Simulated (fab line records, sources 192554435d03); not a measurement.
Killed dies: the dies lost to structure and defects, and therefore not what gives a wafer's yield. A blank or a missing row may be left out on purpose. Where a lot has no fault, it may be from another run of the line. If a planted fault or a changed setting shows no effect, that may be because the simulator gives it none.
Which tool is to blame? || flow n5_finfet || Sampling: 24 lots, 72 wafers, 6 of 1938 route steps

## WHAT THE GAUGES READ, wafer by wafer
N5_BEOL_M9_THK_MEAS_01.
{"lot": "L074", "measured": "day 10 01:59", "on": "film_metro-01", "M9_ILD_THK (nm)": "269 278 274"}
{"lot": "L075", "measured": "day 10 12:28", "on": "film_metro-01", "M9_ILD_THK (nm)": "262 265 270"}
{"lot": "L076", "measured": "day 10 18:45", "on": "film_metro-02", "M9_ILD_THK (nm)": "264 264 268"}
{"lot": "L079", "measured": "day 11 01:27", "on": "film_metro-02", "M9_ILD_THK (nm)": "263 264 271"}
{"lot": "L077", "measured": "day 11 02:44", "on": "film_metro-02", "M9_ILD_THK (nm)": "268 272 275"}
{"lot": "L078", "measured": "day 11 05:02", "on": "film_metro-01", "M9_ILD_THK (nm)": "271 268 270"}
{"lot": "L080", "measured": "day 11 19:37", "on": "film_metro-02", "M9_ILD_THK (nm)": "266 270 271"}
{"lot": "L081", "measured": "day 11 21:31", "on": "film_metro-01", "M9_ILD_THK (nm)": "264 269 270"}
{"lot": "L082", "measured": "day 12 02:08", "on": "film_metro-02", "M9_ILD_THK (nm)": "266 272 268"}
{"lot": "L083", "measured": "day 12 07:56", "on": "film_metro-02", "M9_ILD_THK (nm)": "267 270 272"}
{"lot": "L085", "measured": "day 12 14:08", "on": "film_metro-01", "M9_ILD_THK (nm)": "269 274 274"}
{"lot": "L088", "measured": "day 12 20:48", "on": "film_metro-01", "M9_ILD_THK (nm)": "268 267 272"}
{"lot": "L084", "measured": "day 12 20:49", "on": "film_metro-01", "M9_ILD_THK (nm)": "268 273 264"}
{"lot": "L086", "measured": "day 13 02:02", "on": "film_metro-02", "M9_ILD_THK (nm)": "273 266 273"}
{"lot": "L087", "measured": "day 13 21:07", "on": "film_metro-01", "M9_ILD_THK (nm)": "267 272 272"}
{"lot": "L089", "measured": "day 13 21:38", "on": "film_metro-02", "M9_ILD_THK (nm)": "259 261 268"}
{"lot": "L090", "measured": "day 14 01:56", "on": "film_metro-01", "M9_ILD_THK (nm)": "267 272 266"}
{"lot": "L091", "measured": "day 14 18:11", "on": "film_metro-01", "M9_ILD_THK (nm)": "269 266 275"}
{"lot": "L092", "measured": "day 14 20:14", "on": "film_metro-01", "M9_ILD_THK (nm)": "265 266 272"}
{"lot": "L094", "measured": "day 15 00:10", "on": "film_metro-01", "M9_ILD_THK (nm)": "274 267 270"}
{"lot": "L093", "measured": "day 15 01:36", "on": "film_metro-01", "M9_ILD_THK (nm)": "264 269 271"}
{"lot": "L096", "measured": "day 15 01:52", "on": "film_metro-01", "M9_ILD_THK (nm)": "264 261 265"}
{"lot": "L095", "measured": "day 15 19:13", "on": "film_metro-02", "M9_ILD_THK (nm)": "261 267 269"}
{"lot": "L097", "measured": "day 16 00:47", "on": "film_metro-02", "M9_ILD_THK (nm)": "268 267 272"}

N5_BEOL_M9_THK_MEAS_53: measures by xrf.
{"lot": "L074", "measured": "day 10 11:05", "on": "film_metro-02", "M9_THK (nm)": "139 138 138"}
{"lot": "L075", "measured": "day 10 19:23", "on": "film_metro-02", "M9_THK (nm)": "144 138 140"}
{"lot": "L076", "measured": "day 11 03:48", "on": "film_metro-01", "M9_THK (nm)": "134 140 142"}
{"lot": "L079", "measured": "day 11 05:41", "on": "film_metro-01", "M9_THK (nm)": "136 135 137"}
{"lot": "L077", "measured": "day 11 11:10", "on": "film_metro-01", "M9_THK (nm)": "143 139 141"}
{"lot": "L078", "measured": "day 11 14:06", "on": "film_metro-02", "M9_THK (nm)": "138 138 144"}
{"lot": "L080", "measured": "day 12 01:44", "on": "film_metro-02", "M9_THK (nm)": "134 142 135"}
{"lot": "L081", "measured": "day 12 04:55", "on": "film_metro-02", "M9_THK (nm)": "135 145 135"}
{"lot": "L082", "measured": "day 12 07:19", "on": "film_metro-02", "M9_THK (nm)": "141 140 144"}
{"lot": "L083", "measured": "day 12 15:32", "on": "film_metro-01", "M9_THK (nm)": "137 139 137"}
{"lot": "L085", "measured": "day 12 19:45", "on": "film_metro-01", "M9_THK (nm)": "135 138 135"}
{"lot": "L088", "measured": "day 13 04:46", "on": "film_metro-01", "M9_THK (nm)": "144 144 134"}
{"lot": "L084", "measured": "day 13 04:46", "on": "film_metro-02", "M9_THK (nm)": "139 137 138"}
{"lot": "L086", "measured": "day 13 09:49", "on": "film_metro-02", "M9_THK (nm)": "133 139 143"}
{"lot": "L087", "measured": "day 14 05:08", "on": "film_metro-01", "M9_THK (nm)": "141 136 135"}
{"lot": "L089", "measured": "day 14 05:01", "on": "film_metro-02", "M9_THK (nm)": "143 133 140"}
{"lot": "L090", "measured": "day 14 09:30", "on": "film_metro-01", "M9_THK (nm)": "136 147 130"}
{"lot": "L091", "measured": "day 14 23:20", "on": "film_metro-01", "M9_THK (nm)": "136 142 141"}
{"lot": "L092", "measured": "day 15 03:25", "on": "film_metro-01", "M9_THK (nm)": "144 132 133"}
{"lot": "L094", "measured": "day 15 05:35", "on": "film_metro-01", "M9_THK (nm)": "138 140 139"}
{"lot": "L093", "measured": "day 15 09:44", "on": "film_metro-02", "M9_THK (nm)": "131 140 134"}
{"lot": "L096", "measured": "day 15 10:06", "on": "film_metro-01", "M9_THK (nm)": "132 132 132"}
{"lot": "L095", "measured": "day 16 02:11", "on": "film_metro-01", "M9_THK (nm)": "139 141 142"}
{"lot": "L097", "measured": "day 16 06:50", "on": "film_metro-02", "M9_THK (nm)": "133 146 141"}

N5_BEOL_M9_RS_MEAS_57: uses a four-point probe to measure.
{"lot": "L074", "measured": "day 10 11:16", "on": "film_metro-02", "M9_RS (ohm/sq)": "0.153 0.153 0.154"}
{"lot": "L075", "measured": "day 10 19:32", "on": "film_metro-02", "M9_RS (ohm/sq)": "0.147 0.155 0.153"}
{"lot": "L076", "measured": "day 11 03:56", "on": "film_metro-01", "M9_RS (ohm/sq)": "0.159 0.151 0.147"}
{"lot": "L079", "measured": "day 11 05:51", "on": "film_metro-02", "M9_RS (ohm/sq)": "0.155 0.156 0.154"}
{"lot": "L077", "measured": "day 11 11:19", "on": "film_metro-01", "M9_RS (ohm/sq)": "0.146 0.150 0.149"}
{"lot": "L078", "measured": "day 11 14:14", "on": "film_metro-01", "M9_RS (ohm/sq)": "0.155 0.154 0.148"}
{"lot": "L080", "measured": "day 12 01:52", "on": "film_metro-02", "M9_RS (ohm/sq)": "0.159 0.151 0.159"}
{"lot": "L081", "measured": "day 12 05:04", "on": "film_metro-02", "M9_RS (ohm/sq)": "0.157 0.145 0.158"}
{"lot": "L082", "measured": "day 12 07:29", "on": "film_metro-01", "M9_RS (ohm/sq)": "0.151 0.151 0.147"}
{"lot": "L083", "measured": "day 12 15:40", "on": "film_metro-01", "M9_RS (ohm/sq)": "0.152 0.151 0.153"}
{"lot": "L085", "measured": "day 12 19:53", "on": "film_metro-01", "M9_RS (ohm/sq)": "0.157 0.154 0.157"}
{"lot": "L088", "measured": "day 13 04:54", "on": "film_metro-01", "M9_RS (ohm/sq)": "0.146 0.146 0.158"}
{"lot": "L084", "measured": "day 13 04:54", "on": "film_metro-02", "M9_RS (ohm/sq)": "0.153 0.156 0.154"}
{"lot": "L086", "measured": "day 13 09:57", "on": "film_metro-01", "M9_RS (ohm/sq)": "0.161 0.153 0.149"}
{"lot": "L087", "measured": "day 14 05:16", "on": "film_metro-02", "M9_RS (ohm/sq)": "0.152 0.157 0.158"}
{"lot": "L089", "measured": "day 14 05:10", "on": "film_metro-02", "M9_RS (ohm/sq)": "0.149 0.161 0.153"}
{"lot": "L090", "measured": "day 14 09:38", "on": "film_metro-01", "M9_RS (ohm/sq)": "0.156 0.142 0.163"}
{"lot": "L091", "measured": "day 14 23:28", "on": "film_metro-01", "M9_RS (ohm/sq)": "0.155 0.148 0.151"}
{"lot": "L092", "measured": "day 15 03:32", "on": "film_metro-01", "M9_RS (ohm/sq)": "0.146 0.159 0.158"}
{"lot": "L094", "measured": "day 15 05:43", "on": "film_metro-02", "M9_RS (ohm/sq)": "0.153 0.151 0.152"}
{"lot": "L093", "measured": "day 15 09:52", "on": "film_metro-02", "M9_RS (ohm/sq)": "0.164 0.152 0.159"}
{"lot": "L096", "measured": "day 15 10:14", "on": "film_metro-02", "M9_RS (ohm/sq)": "0.160 0.159 0.160"}
{"lot": "L095", "measured": "day 16 02:20", "on": "film_metro-01", "M9_RS (ohm/sq)": "0.151 0.148 0.148"}
{"lot": "L097", "measured": "day 16 06:58", "on": "film_metro-02", "M9_RS (ohm/sq)": "0.161 0.147 0.151"}

N5_BEOL_M10_CD_MEAS_11: the cd target is 64.1 nm.
{"lot": "L074", "measured": "day 10 13:12", "on": "cd_sem-02", "cd_nm (nm)": "64.0 62.4 63.7"}
{"lot": "L075", "measured": "day 10 22:44", "on": "cd_sem-01", "cd_nm (nm)": "63.3 63.1 63.7"}
{"lot": "L076", "measured": "day 11 05:08", "on": "cd_sem-02", "cd_nm (nm)": "63.4 63.6 63.7"}
{"lot": "L079", "measured": "day 11 09:35", "on": "cd_sem-03", "cd_nm (nm)": "63.6 63.4 64.2"}
{"lot": "L077", "measured": "day 11 13:14", "on": "cd_sem-01", "cd_nm (nm)": "63.7 64.1 63.3"}
{"lot": "L078", "measured": "day 11 16:27", "on": "cd_sem-02", "cd_nm (nm)": "64.5 64.6 62.6"}
{"lot": "L080", "measured": "day 12 05:20", "on": "cd_sem-01", "cd_nm (nm)": "63.2 62.8 63.5"}
{"lot": "L081", "measured": "day 12 06:41", "on": "cd_sem-03", "cd_nm (nm)": "63.3 63.4 63.3"}
{"lot": "L082", "measured": "day 12 09:03", "on": "cd_sem-03", "cd_nm (nm)": "63.9 63.8 63.4"}
{"lot": "L083", "measured": "day 12 18:07", "on": "cd_sem-03", "cd_nm (nm)": "64.2 63.4 63.0"}
{"lot": "L085", "measured": "day 12 21:37", "on": "cd_sem-01", "cd_nm (nm)": "63.5 64.5 64.8"}
{"lot": "L088", "measured": "day 13 08:38", "on": "cd_sem-03", "cd_nm (nm)": "63.2 63.8 63.8"}
{"lot": "L084", "measured": "day 13 08:28", "on": "cd_sem-02", "cd_nm (nm)": "63.7 64.3 64.5"}
{"lot": "L086", "measured": "day 13 11:49", "on": "cd_sem-02", "cd_nm (nm)": "64.0 63.9 63.3"}
{"lot": "L087", "measured": "day 14 07:59", "on": "cd_sem-01", "cd_nm (nm)": "64.0 63.4 63.7"}
{"lot": "L089", "measured": "day 14 07:39", "on": "cd_sem-02", "cd_nm (nm)": "63.3 63.4 63.3"}
{"lot": "L090", "measured": "day 14 11:47", "on": "cd_sem-03", "cd_nm (nm)": "64.5 63.6 65.0"}
{"lot": "L091", "measured": "day 15 00:43", "on": "cd_sem-02", "cd_nm (nm)": "63.6 64.0 63.4"}
{"lot": "L092", "measured": "day 15 05:25", "on": "cd_sem-02", "cd_nm (nm)": "63.0 63.4 63.6"}
{"lot": "L094", "measured": "day 15 08:23", "on": "cd_sem-02", "cd_nm (nm)": "62.9 63.1 64.0"}
{"lot": "L093", "measured": "day 15 12:26", "on": "cd_sem-01", "cd_nm (nm)": "63.2 64.1 64.0"}
{"lot": "L096", "measured": "day 15 12:30", "on": "cd_sem-02", "cd_nm (nm)": "64.1 63.8 63.5"}
{"lot": "L095", "measured": "day 16 05:13", "on": "cd_sem-01", "cd_nm (nm)": "64.4 63.9 64.3"}
{"lot": "L097", "measured": "day 16 10:54", "on": "cd_sem-02", "cd_nm (nm)": "64.4 64.1 63.1"}

N5_BEOL_M10_CD_MEAS_18: pitch 140 nm, target cd 70 nm.
{"lot": "L074", "measured": "day 10 14:22", "on": "cd_sem-01", "cd_nm (nm)": "69.3 68.6 69.7"}
{"lot": "L075", "measured": "day 10 23:26", "on": "cd_sem-01", "cd_nm (nm)": "69.0 68.7 69.3"}
{"lot": "L076", "measured": "day 11 05:40", "on": "cd_sem-02", "cd_nm (nm)": "68.9 69.7 70.0"}
{"lot": "L079", "measured": "day 11 10:07", "on": "cd_sem-02", "cd_nm (nm)": "70.1 69.6 69.3"}
{"lot": "L077", "measured": "day 11 14:04", "on": "cd_sem-01", "cd_nm (nm)": "68.9 69.9 68.8"}
{"lot": "L078", "measured": "day 11 17:06", "on": "cd_sem-02", "cd_nm (nm)": "70.6 69.2 67.9"}
{"lot": "L080", "measured": "day 12 05:52", "on": "cd_sem-03", "cd_nm (nm)": "68.3 68.9 69.0"}
{"lot": "L081", "measured": "day 12 07:14", "on": "cd_sem-01", "cd_nm (nm)": "68.7 69.1 68.9"}
{"lot": "L082", "measured": "day 12 10:16", "on": "cd_sem-01", "cd_nm (nm)": "69.8 69.5 69.6"}
{"lot": "L083", "measured": "day 12 18:58", "on": "cd_sem-01", "cd_nm (nm)": "69.6 69.1 69.1"}
{"lot": "L085", "measured": "day 12 22:14", "on": "cd_sem-02", "cd_nm (nm)": "68.5 70.1 69.7"}
{"lot": "L088", "measured": "day 13 09:58", "on": "cd_sem-02", "cd_nm (nm)": "68.9 68.9 69.5"}
{"lot": "L084", "measured": "day 13 09:20", "on": "cd_sem-01", "cd_nm (nm)": "70.6 69.9 70.1"}
{"lot": "L086", "measured": "day 13 12:59", "on": "cd_sem-03", "cd_nm (nm)": "70.4 69.3 69.7"}
{"lot": "L087", "measured": "day 14 08:32", "on": "cd_sem-02", "cd_nm (nm)": "70.4 70.2 70.6"}
{"lot": "L089", "measured": "day 14 08:11", "on": "cd_sem-02", "cd_nm (nm)": "68.9 69.1 69.6"}
{"lot": "L090", "measured": "day 14 12:20", "on": "cd_sem-02", "cd_nm (nm)": "70.0 68.5 70.3"}
{"lot": "L091", "measured": "day 15 01:24", "on": "cd_sem-03", "cd_nm (nm)": "69.5 68.5 68.8"}
{"lot": "L092", "measured": "day 15 06:03", "on": "cd_sem-01", "cd_nm (nm)": "69.9 69.4 69.4"}
{"lot": "L094", "measured": "day 15 08:55", "on": "cd_sem-01", "cd_nm (nm)": "68.6 69.0 70.0"}
{"lot": "L093", "measured": "day 15 13:32", "on": "cd_sem-02", "cd_nm (nm)": "69.6 70.1 68.9"}
{"lot": "L096", "measured": "day 15 13:40", "on": "cd_sem-03", "cd_nm (nm)": "68.8 69.1 68.8"}
{"lot": "L095", "measured": "day 16 05:59", "on": "cd_sem-02", "cd_nm (nm)": "70.6 69.7 70.2"}
{"lot": "L097", "measured": "day 16 11:32", "on": "cd_sem-03", "cd_nm (nm)": "70.1 69.2 68.6"}

## TOOL THAT RAN EACH LOT (tool first, then ch and the chambers of the sampled wafers, then the start)
{"lot": "L074", "N5_BEOL_M10_ETCH_61": "rie_diel-05 ch 0,1, day 10 13:25"}
{"lot": "L075", "N5_BEOL_M10_ETCH_61": "rie_diel-05 ch 1,2, day 10 23:01"}
{"lot": "L076", "N5_BEOL_M10_ETCH_61": "rie_diel-05 ch 1,2, day 11 05:15"}
{"lot": "L079", "N5_BEOL_M10_ETCH_61": "rie_diel-06 ch 1,2,3, day 11 09:42"}
{"lot": "L077", "N5_BEOL_M10_ETCH_61": "rie_diel-04 ch 0,3, day 11 13:32"}
{"lot": "L078", "N5_BEOL_M10_ETCH_61": "rie_diel-06 ch 0,3, day 11 16:41"}
{"lot": "L080", "N5_BEOL_M10_ETCH_61": "rie_diel-06 ch 1,3, day 12 05:27"}
{"lot": "L081", "N5_BEOL_M10_ETCH_61": "rie_diel-05 ch 0,1, day 12 06:50"}
{"lot": "L082", "N5_BEOL_M10_ETCH_61": "rie_diel-05 ch 0,1, day 12 09:47"}
{"lot": "L083", "N5_BEOL_M10_ETCH_61": "rie_diel-06 ch 1,2,3, day 12 18:33"}
{"lot": "L085", "N5_BEOL_M10_ETCH_61": "rie_diel-05 ch 0,1,3, day 12 21:49"}
{"lot": "L088", "N5_BEOL_M10_ETCH_61": "rie_diel-05 ch 0,1, day 13 09:22"}
{"lot": "L084", "N5_BEOL_M10_ETCH_61": "rie_diel-04 ch 0,2,3, day 13 08:53"}
{"lot": "L086", "N5_BEOL_M10_ETCH_61": "rie_diel-04 ch 0,1,2, day 13 12:31"}
{"lot": "L087", "N5_BEOL_M10_ETCH_61": "rie_diel-04 ch 1,3, day 14 08:07"}
{"lot": "L089", "N5_BEOL_M10_ETCH_61": "rie_diel-05 ch 0,2,3, day 14 07:46"}
{"lot": "L090", "N5_BEOL_M10_ETCH_61": "rie_diel-06 ch 0,1,3, day 14 11:55"}
{"lot": "L091", "N5_BEOL_M10_ETCH_61": "rie_diel-06 ch 1,2,3, day 15 00:56"}
{"lot": "L092", "N5_BEOL_M10_ETCH_61": "rie_diel-04 ch 0,3, day 15 05:32"}
{"lot": "L094", "N5_BEOL_M10_ETCH_61": "rie_diel-06 ch 1,2,3, day 15 08:30"}
{"lot": "L093", "N5_BEOL_M10_ETCH_61": "rie_diel-06 ch 1,2,3, day 15 12:54"}
{"lot": "L096", "N5_BEOL_M10_ETCH_61": "rie_diel-05 ch 0,1,3, day 15 13:11"}
{"lot": "L095", "N5_BEOL_M10_ETCH_61": "rie_diel-06 ch 1,2,3, day 16 05:34"}
{"lot": "L097", "N5_BEOL_M10_ETCH_61": "rie_diel-05 ch 1,2, day 16 11:07"}
- N5_BEOL_M10_ETCH_61: etches SiARC in CF4, target depth 39 nm, time 65 s.

## WHAT THE TOOLS THEMSELVES READ (means of the sampled wafers that have a number; where no wafer has one, the mark that the record gives instead)
N5_BEOL_M10_ETCH_61.
{"lot": "L074", "tool": "rie_diel-05", "drypump_motor_current_A (A)": 6.1, "etch_rf_on_time_s (s)": 65.2, "oes_product_au (a.u.)": 0.69, "rf_vpp_V (V)": 185.5, "showerhead_plenum_p_Torr (Torr)": 2.24, "throttle_valve_pct (%)": 15.53}
{"lot": "L075", "tool": "rie_diel-05", "drypump_motor_current_A (A)": 5.5, "etch_rf_on_time_s (s)": 63.1, "oes_product_au (a.u.)": 0.68, "rf_vpp_V (V)": 183.5, "showerhead_plenum_p_Torr (Torr)": 2.14, "throttle_valve_pct (%)": 15.66}
{"lot": "L076", "tool": "rie_diel-05", "drypump_motor_current_A (A)": 5.7, "etch_rf_on_time_s (s)": 63.1, "oes_product_au (a.u.)": 0.65, "rf_vpp_V (V)": 184.9, "showerhead_plenum_p_Torr (Torr)": 2.18, "throttle_valve_pct (%)": 15.84}
{"lot": "L079", "tool": "rie_diel-06", "drypump_motor_current_A (A)": 5.8, "etch_rf_on_time_s (s)": 63.4, "oes_product_au (a.u.)": 0.71, "rf_vpp_V (V)": 185.0, "showerhead_plenum_p_Torr (Torr)": 2.19, "throttle_valve_pct (%)": 15.45}
{"lot": "L077", "tool": "rie_diel-04", "drypump_motor_current_A (A)": 5.4, "etch_rf_on_time_s (s)": 64.6, "oes_product_au (a.u.)": 0.70, "rf_vpp_V (V)": 183.7, "showerhead_plenum_p_Torr (Torr)": 2.10, "throttle_valve_pct (%)": 15.61}
{"lot": "L078", "tool": "rie_diel-06", "drypump_motor_current_A (A)": 5.4, "etch_rf_on_time_s (s)": 65.2, "oes_product_au (a.u.)": 0.61, "rf_vpp_V (V)": 184.8, "showerhead_plenum_p_Torr (Torr)": 2.19, "throttle_valve_pct (%)": 15.62}
{"lot": "L080", "tool": "rie_diel-06", "drypump_motor_current_A (A)": 5.5, "etch_rf_on_time_s (s)": 63.8, "oes_product_au (a.u.)": 0.65, "rf_vpp_V (V)": 185.7, "showerhead_plenum_p_Torr (Torr)": 2.21, "throttle_valve_pct (%)": 15.51}
{"lot": "L081", "tool": "rie_diel-05", "drypump_motor_current_A (A)": 6.1, "etch_rf_on_time_s (s)": 65.4, "oes_product_au (a.u.)": 0.68, "rf_vpp_V (V)": 185.0, "showerhead_plenum_p_Torr (Torr)": 2.24, "throttle_valve_pct (%)": 15.55}
{"lot": "L082", "tool": "rie_diel-05", "drypump_motor_current_A (A)": 6.1, "etch_rf_on_time_s (s)": 65.1, "oes_product_au (a.u.)": 0.68, "rf_vpp_V (V)": 185.7, "showerhead_plenum_p_Torr (Torr)": 2.24, "throttle_valve_pct (%)": 15.55}
{"lot": "L083", "tool": "rie_diel-06", "drypump_motor_current_A (A)": 5.8, "etch_rf_on_time_s (s)": 62.6, "oes_product_au (a.u.)": 0.69, "rf_vpp_V (V)": 184.1, "showerhead_plenum_p_Torr (Torr)": 2.19, "throttle_valve_pct (%)": 15.49}
{"lot": "L085", "tool": "rie_diel-05", "drypump_motor_current_A (A)": 6.0, "etch_rf_on_time_s (s)": 65.1, "oes_product_au (a.u.)": 0.63, "rf_vpp_V (V)": 184.6, "showerhead_plenum_p_Torr (Torr)": 2.21, "throttle_valve_pct (%)": 15.60}
{"lot": "L088", "tool": "rie_diel-05", "drypump_motor_current_A (A)": 6.1, "etch_rf_on_time_s (s)": 65.3, "oes_product_au (a.u.)": 0.66, "rf_vpp_V (V)": 185.1, "showerhead_plenum_p_Torr (Torr)": 2.23, "throttle_valve_pct (%)": 15.58}
{"lot": "L084", "tool": "rie_diel-04", "drypump_motor_current_A (A)": 5.8, "etch_rf_on_time_s (s)": 64.0, "oes_product_au (a.u.)": 0.68, "rf_vpp_V (V)": 183.8, "showerhead_plenum_p_Torr (Torr)": 2.15, "throttle_valve_pct (%)": 15.61}
{"lot": "L086", "tool": "rie_diel-04", "drypump_motor_current_A (A)": 5.7, "etch_rf_on_time_s (s)": 65.7, "oes_product_au (a.u.)": 0.71, "rf_vpp_V (V)": 184.9, "showerhead_plenum_p_Torr (Torr)": 2.17, "throttle_valve_pct (%)": 15.56}
{"lot": "L087", "tool": "rie_diel-04", "drypump_motor_current_A (A)": 6.1, "etch_rf_on_time_s (s)": 65.0, "oes_product_au (a.u.)": 0.70, "rf_vpp_V (V)": 184.5, "showerhead_plenum_p_Torr (Torr)": 2.16, "throttle_valve_pct (%)": 15.33}
{"lot": "L089", "tool": "rie_diel-05", "drypump_motor_current_A (A)": 5.8, "etch_rf_on_time_s (s)": 65.0, "oes_product_au (a.u.)": 0.72, "rf_vpp_V (V)": 185.0, "showerhead_plenum_p_Torr (Torr)": 2.17, "throttle_valve_pct (%)": 15.29}
{"lot": "L090", "tool": "rie_diel-06", "drypump_motor_current_A (A)": 5.9, "etch_rf_on_time_s (s)": 64.2, "oes_product_au (a.u.)": 0.62, "rf_vpp_V (V)": 184.4, "showerhead_plenum_p_Torr (Torr)": 2.20, "throttle_valve_pct (%)": 15.67}
{"lot": "L091", "tool": "rie_diel-06", "drypump_motor_current_A (A)": 5.8, "etch_rf_on_time_s (s)": 64.1, "oes_product_au (a.u.)": 0.67, "rf_vpp_V (V)": 184.9, "showerhead_plenum_p_Torr (Torr)": 2.18, "throttle_valve_pct (%)": 15.52}
{"lot": "L092", "tool": "rie_diel-04", "drypump_motor_current_A (A)": 5.4, "etch_rf_on_time_s (s)": 64.6, "oes_product_au (a.u.)": 0.68, "rf_vpp_V (V)": 183.2, "showerhead_plenum_p_Torr (Torr)": 2.09, "throttle_valve_pct (%)": 15.68}
{"lot": "L094", "tool": "rie_diel-06", "drypump_motor_current_A (A)": 5.8, "etch_rf_on_time_s (s)": 64.4, "oes_product_au (a.u.)": 0.67, "rf_vpp_V (V)": 184.6, "showerhead_plenum_p_Torr (Torr)": 2.18, "throttle_valve_pct (%)": 15.52}
{"lot": "L093", "tool": "rie_diel-06", "drypump_motor_current_A (A)": 5.8, "etch_rf_on_time_s (s)": 64.4, "oes_product_au (a.u.)": 0.66, "rf_vpp_V (V)": 184.6, "showerhead_plenum_p_Torr (Torr)": 2.18, "throttle_valve_pct (%)": 15.54}
{"lot": "L096", "tool": "rie_diel-05", "drypump_motor_current_A (A)": 5.9, "etch_rf_on_time_s (s)": 64.1, "oes_product_au (a.u.)": 0.69, "rf_vpp_V (V)": 185.2, "showerhead_plenum_p_Torr (Torr)": 2.21, "throttle_valve_pct (%)": 15.50}
{"lot": "L095", "tool": "rie_diel-06", "drypump_motor_current_A (A)": 5.8, "etch_rf_on_time_s (s)": 64.5, "oes_product_au (a.u.)": 0.66, "rf_vpp_V (V)": 185.3, "showerhead_plenum_p_Torr (Torr)": 2.18, "throttle_valve_pct (%)": 15.55}
{"lot": "L097", "tool": "rie_diel-05", "drypump_motor_current_A (A)": 5.5, "etch_rf_on_time_s (s)": 63.8, "oes_product_au (a.u.)": 0.64, "rf_vpp_V (V)": 183.6, "showerhead_plenum_p_Torr (Torr)": 2.12, "throttle_valve_pct (%)": 15.74}

## THE ANSWER, worked out from the rows above alone
Rule: the lots themselves supply what counts as usual. The widest of any qualifying gaps counts: lots, ordered by their means at a reading, are off when they make up no more than a third of the lots, leave a main group of 4 or more, and stand apart from it by 3 or more times the standard deviation of that group's means. A main group whose means are all the same, to the digits that the tables above print for the reading, isn't used. A lot without any number at a reading at which 4 lots or more have one is off too. Where the step has rows for the other lots, those lots are counted as sound. Order of review: gauges by route order, followed by the tools' own readings, for which a lot's mean as printed above is used. The first step at which some lot is off is used, and at that step the reading that is off furthest; a lot without a number counts as furthest.
No lot is off on any of the readings shown, so nothing can be concluded from this.

## WHAT THE SIMULATOR PUT IN
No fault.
